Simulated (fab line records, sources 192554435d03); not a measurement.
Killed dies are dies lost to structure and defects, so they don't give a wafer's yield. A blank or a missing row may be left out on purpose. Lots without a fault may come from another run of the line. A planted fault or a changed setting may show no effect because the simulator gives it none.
Which tool did it? | flow n5_finfet | 9 lots, 27 wafers sampled, at 6 steps of a route of 1938

WHAT THE GAUGES READ, wafer by wafer
N5_BEOL_M3_CD_MEAS_11: target cd 17.05 nm. Usual: cd_nm 17.04 nm, standard deviation 0.26.
lot  | measured     | on        | cd_nm (nm)        | flag
L754 | day 6 23:23  | cd_sem-01 | 16.76 17.40 17.32 |
L763 | day 9 15:38  | cd_sem-02 | 17.11 16.78 17.07 |
L764 | day 9 16:01  | cd_sem-03 | 16.81 16.97 16.42 |
L766 | day 10 07:37 | cd_sem-02 | 16.87 16.81 17.29 |
L770 | day 11 06:58 | cd_sem-03 | 17.00 17.04 17.15 |
L771 | day 11 20:50 | cd_sem-02 | 17.38 16.99 16.84 |
L772 | day 12 03:52 | cd_sem-02 | 16.54 16.98 17.13 |
L775 | day 12 15:53 | cd_sem-03 | 17.26 17.37 17.45 |
L776 | day 12 23:07 | cd_sem-02 | 17.03 16.83 17.17 |

N5_BEOL_M3_OVL_MEAS_12. Usual: M3_OVL 0.2 nm, standard deviation 0.69.
lot  | measured     | on         | M3_OVL (nm)    | flag
L754 | day 6 23:26  | overlay-01 | -1.0 -0.2 -0.5 |
L763 | day 9 15:40  | overlay-02 | 0.1 -0.2 -0.1  |
L764 | day 9 16:02  | overlay-02 | -1.2 -1.0 -1.0 |
L766 | day 10 07:40 | overlay-01 | -0.4 0.4 -1.6  |
L770 | day 11 07:00 | overlay-01 | -0.7 -0.5 0.5  |
L771 | day 11 20:52 | overlay-01 | -0.4 1.0 -0.1  |
L772 | day 12 03:55 | overlay-02 | -0.4 -0.5 0.3  |
L775 | day 12 15:55 | overlay-02 | 0.7 1.6 0.5    |
L776 | day 12 23:08 | overlay-02 | 0.8 0.1 0.1    |

N5_BEOL_M3_INSPECT_30: inspects for defects (brightfield). Usual: raw_defect_count 445, standard deviation 100.
lot  | measured     | on                | raw_defect_count | flag
L754 | day 7 00:27  | defect_inspect-02 | 635 464 660      |
L763 | day 9 16:35  | defect_inspect-01 | 483 984 601      |
L764 | day 9 17:07  | defect_inspect-01 | 758 403 400      |
L766 | day 10 08:35 | defect_inspect-01 | 385 323 379      |
L770 | day 11 08:11 | defect_inspect-02 | 422 411 338      |
L771 | day 11 22:02 | defect_inspect-02 | 449 497 412      |
L772 | day 12 04:59 | defect_inspect-02 | 353 429 411      |
L775 | day 12 16:56 | defect_inspect-01 | 531 564 528      |
L776 | day 13 00:05 | defect_inspect-01 | 302 399 363      |

N5_BEOL_M4_RC_MEAS_101. Usual: DIBL_N 37.5 mV/V, standard deviation 1.9; DIBL_P 37.3 mV/V, standard deviation 2.4; IOFF_N 0.18 nA/um, standard deviation 0.038; IOFF_P 0.23 nA/um, standard deviation 0.045; ION_N 677 uA/um, standard deviation 11; ION_P 464 uA/um, standard deviation 8.1; SS_N 72.0 mV/dec, standard deviation 0.68; SS_P 73.5 mV/dec, standard deviation 0.77; VT_N 249 mV, standard deviation 3.3; VT_P -249 mV, standard deviation 3.6.
lot  | measured     | on        | DIBL_N (mV/V)  | DIBL_P (mV/V)  | IOFF_N (nA/um) | IOFF_P (nA/um) | ION_N (uA/um) | ION_P (uA/um) | SS_N (mV/dec)  | SS_P (mV/dec)  | VT_N (mV)   | VT_P (mV)      | flag
L754 | day 7 19:20  | prober-01 | 38.4 36.5 39.9 | 37.3 36.1 39.5 | 0.22 0.17 0.24 | 0.24 0.21 0.27 | 688 667 679   | 468 460 461   | 72.3 71.8 72.8 | 74.0 73.1 74.7 | 242 248 245 | -247 -253 -247 |
L763 | day 10 11:46 | prober-02 | 39.9 33.9 38.0 | 39.6 31.8 38.8 | 0.23 0.12 0.18 | 0.26 0.14 0.26 | 690 650 682   | 463 444 470   | 71.9 71.0 71.5 | 73.6 72.2 73.3 | 244 253 247 | -249 -255 -245 |
L764 | day 10 11:45 | prober-01 | 39.4 36.1 38.8 | 38.0 34.1 37.5 | 0.21 0.14 0.20 | 0.29 0.19 0.28 | 681 677 687   | 470 456 474   | 72.4 71.5 72.0 | 73.7 72.6 73.6 | 246 254 248 | -244 -249 -244 |
L766 | day 11 05:46 | prober-02 | 34.8 37.4 38.5 | 34.9 37.4 39.7 | 0.13 0.16 0.19 | 0.18 0.21 0.25 | 673 659 685   | 458 455 471   | 70.5 71.8 71.4 | 72.1 73.2 73.7 | 254 250 248 | -250 -253 -248 |
L770 | day 12 11:52 | prober-01 | 37.7 32.6 38.4 | 40.0 33.0 40.1 | 0.19 0.11 0.21 | 0.29 0.19 0.32 | 687 666 680   | 478 473 476   | 71.9 70.6 71.7 | 74.0 71.4 73.3 | 248 254 246 | -243 -249 -243 |
L771 | day 13 02:58 | prober-02 | 40.4 34.6 39.7 | 40.5 33.0 38.5 | 0.23 0.11 0.23 | 0.27 0.16 0.24 | 687 658 690   | 463 459 463   | 72.3 71.4 72.9 | 74.8 72.1 74.0 | 244 257 244 | -250 -255 -246 |
L772 | day 12 19:32 | prober-02 | 36.3 37.6 38.5 | 36.1 37.0 37.8 | 0.15 0.17 0.17 | 0.20 0.21 0.21 | 689 677 669   | 471 458 457   | 71.4 71.7 72.2 | 72.4 72.8 73.7 | 249 248 253 | -251 -250 -252 |
L775 | day 13 12:23 | prober-02 | 38.9 36.0 34.5 | 38.9 36.7 36.0 | 0.22 0.15 0.13 | 0.25 0.21 0.20 | 682 675 664   | 458 466 462   | 72.6 71.9 71.6 | 73.9 72.7 73.4 | 248 249 253 | -249 -248 -250 |
L776 | day 13 19:59 | prober-02 | 41.6 37.2 38.0 | 42.9 36.3 37.6 | 0.28 0.17 0.17 | 0.37 0.24 0.23 | 705 670 670   | 480 462 462   | 72.5 71.4 72.1 | 75.0 73.9 73.2 | 243 249 251 | -242 -245 -251 |

WHICH TOOL RAN EACH LOT (tool, then ch and the chambers of the sampled wafers, then the start)
lot  | N5_BEOL_M3_STRIP_19                | N5_BEOL_M3_VIA_ETCH_34
L754 | rie_diel-01 ch 1,2,3, day 6 23:58  | rie_diel-01 ch 1,2,3, day 7 06:20
L763 | rie_diel-01 ch 0,1,3, day 9 16:07  | rie_diel-02 ch 0,1,3, day 9 19:47
L764 | rie_diel-01 ch 0,1,2, day 9 16:31  | rie_diel-05 ch 0,1,3, day 9 19:53
L766 | rie_diel-05 ch 0,1, day 10 08:06   | rie_diel-02 ch 0,3, day 10 10:15
L770 | rie_diel-05 ch 1,2,3, day 11 07:43 | rie_diel-05 ch 1,3, day 11 20:33
L771 | rie_diel-02 ch 0,2, day 11 21:26   | rie_diel-05 ch 0,1,3, day 11 23:34
L772 | rie_diel-01 ch 2,3, day 12 04:27   | rie_diel-05 ch 1,2, day 12 05:40
L775 | rie_diel-01 ch 0,3, day 12 16:28   | rie_diel-02 ch 1,2, day 12 17:49
L776 | rie_diel-01 ch 0,2, day 12 23:35   | rie_diel-02 ch 1,2, day 13 01:13
- N5_BEOL_M3_STRIP_19: strips in O2.
- N5_BEOL_M3_VIA_ETCH_34: etches the open film in C4F6/O2, target depth 69.4 nm, time 65.9 s.

WHAT THE TOOLS THEMSELVES READ (means of the sampled wafers that have a number; where no wafer has one, the mark that the record gives instead)
N5_BEOL_M3_STRIP_19. Usual: drypump_motor_current_A 5.8 A, standard deviation 0.3; oes_product_au 0.79 a.u., standard deviation 0.076; rf_vpp_V 3.6 V, standard deviation 0.48; showerhead_plenum_p_Torr 2.08 Torr, standard deviation 0.051; throttle_valve_pct 16.65 %, standard deviation 0.24.
lot  | tool        | drypump_motor_current_A (A) | oes_product_au (a.u.) | rf_vpp_V (V) | showerhead_plenum_p_Torr (Torr) | throttle_valve_pct (%) | flag
L754 | rie_diel-01 | 5.9                         | 0.82                  | 3.5          | 2.07                            | 16.48                  |
L763 | rie_diel-01 | 6.1                         | 0.81                  | 3.9          | 2.07                            | 16.48                  |
L764 | rie_diel-01 | 6.0                         | 0.86                  | 3.8          | 2.10                            | 16.30                  |
L766 | rie_diel-05 | 5.6                         | 0.76                  | 3.0          | 2.05                            | 16.85                  |
L770 | rie_diel-05 | 5.8                         | 0.78                  | 3.9          | 2.07                            | 16.74                  |
L771 | rie_diel-02 | 5.9                         | 0.85                  | 3.8          | 2.22                            | 16.65                  |
L772 | rie_diel-01 | 5.8                         | 0.76                  | 4.1          | 2.04                            | 16.70                  |
L775 | rie_diel-01 | 6.0                         | 0.77                  | 3.4          | 2.05                            | 16.68                  |
L776 | rie_diel-01 | 5.8                         | 0.86                  | 4.0          | 2.11                            | 16.32                  |

N5_BEOL_M3_VIA_ETCH_34. Usual: O2_flow_sccm 10.005 sccm, standard deviation 0.029; drypump_motor_current_A 6.0 A, standard deviation 0.34; oes_o_777_au 0.81 a.u., standard deviation 0.1; oes_product_au 0.81 a.u., standard deviation 0.099; rf_vpp_V 656 V, standard deviation 18; showerhead_plenum_p_Torr 2.86 Torr, standard deviation 0.087; throttle_valve_pct 30.68 %, standard deviation 0.17.
lot  | tool        | O2_flow_sccm (sccm) | drypump_motor_current_A (A) | oes_o_777_au (a.u.) | oes_product_au (a.u.) | rf_vpp_V (V) | showerhead_plenum_p_Torr (Torr) | throttle_valve_pct (%) | flag
L754 | rie_diel-01 | 9.997               | 5.9                         | 0.81                | 0.83                  | 666          | 2.83                            | 30.65                  |
L763 | rie_diel-02 | 9.956               | 6.1                         | 0.80                | 0.79                  | 644          | 2.88                            | 30.76                  |
L764 | rie_diel-05 | 9.998               | 5.7                         | 0.74                | 0.74                  | 680          | 2.80                            | 30.63                  |
L766 | rie_diel-02 | 10.007              | 5.9                         | 0.87                | 0.86                  | 640          | 2.91                            | 30.81                  |
L770 | rie_diel-05 | 10.009              | 5.7                         | 0.77                | 0.75                  | 664          | 2.76                            | 30.62                  |
L771 | rie_diel-05 | 9.984               | 5.7                         | 0.73                | 0.73                  | 680          | 2.79                            | 30.64                  |
L772 | rie_diel-05 | 10.018              | 5.7                         | 0.85                | 0.81                  | 637          | 2.75                            | 30.78                  |
L775 | rie_diel-02 | 10.003              | 6.3                         | 0.85                | 0.83                  | 655          | 2.93                            | 30.61                  |
L776 | rie_diel-02 | 9.965               | 6.4                         | 0.77                | 0.76                  | 653          | 2.87                            | 30.72                  |

THE ANSWER, worked out from the rows above alone
Rule: a lot is off if the mean of its wafers that have a number lies more than 3 standard deviations from the usual mean. A lot without any number at a reading at which 4 lots or more have one is off too. The other lots that the step has rows for count as sound. The gauges are gone through in route order, then the tools' own readings, and for those a lot's mean is taken as printed above. The first step at which some lot is off is used, and at that step the reading that is off furthest; a lot without a number counts as furthest.
No lot is off at any reading shown: from this, nothing can be told.

WHAT THE SIMULATOR HAD PUT IN
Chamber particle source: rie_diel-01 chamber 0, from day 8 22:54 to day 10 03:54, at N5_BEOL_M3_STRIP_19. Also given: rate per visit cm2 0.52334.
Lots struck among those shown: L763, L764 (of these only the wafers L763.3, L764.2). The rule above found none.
